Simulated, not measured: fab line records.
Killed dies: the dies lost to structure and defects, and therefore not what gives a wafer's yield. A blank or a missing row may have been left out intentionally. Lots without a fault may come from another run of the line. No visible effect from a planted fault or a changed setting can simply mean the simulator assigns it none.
Chamber matching -- flow n5-finfet -- N5_GATE_CUT_HM_DEP_46 on pecvd-01: 3 sister chambers
The step deposits SiO2 from TEOS/O2, target thk 130 nm, time 26.6 s. 6 wafers are shown with their chamber, then 7 later ones without.

## WAFERS WITH THEIR CHAMBER
wafer,chamber,throttle-valve-pct (%),heater-power-w (W)
L866.5,0,19.3,737
L868.2,0,19.1,647
L873.1,2,19.2,877
L873.5,2,19.3,860
L883.2,1,20.7,487
L883.4,1,20.5,508

## WAFERS WITHOUT THEIR CHAMBER
wafer,throttle-valve-pct (%),heater-power-w (W)
L883.6,19.2,619
L885.2,20.5,462
L885.5,19.2,734
L885.6,19.4,865
L887.2,20.5,487
L887.3,19.0,695
L887.5,19.6,753

## WHICH CHAMBER EACH WENT THROUGH
wafer,from the rows above,in truth
L883.6,0,0
L885.2,1,1
L885.5,0,0
L885.6,2,2
L887.2,1,1
L887.3,0,0
L887.5,can't be placed: 0 or 2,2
6 of 7 placed correctly. These rows do not allow placing 1 (true chamber among the candidates in 1). Placed wrongly: 0.
How it was worked out, from the rows above alone: a wafer's distance from a chamber is the root of the sum, over the readings, of the square of ((its reading less the chamber's mean) divided by the reading's scatter). If the next closest chamber is less than 2 further off than the closest, the wafer can't be placed; otherwise it belongs to the closest. For every chamber, the mean is computed from those of its wafers that are shown. The scatter: the root of (the sum of the squares of (reading less its chamber's mean) over the shown wafers, divided by (wafers less chambers)).
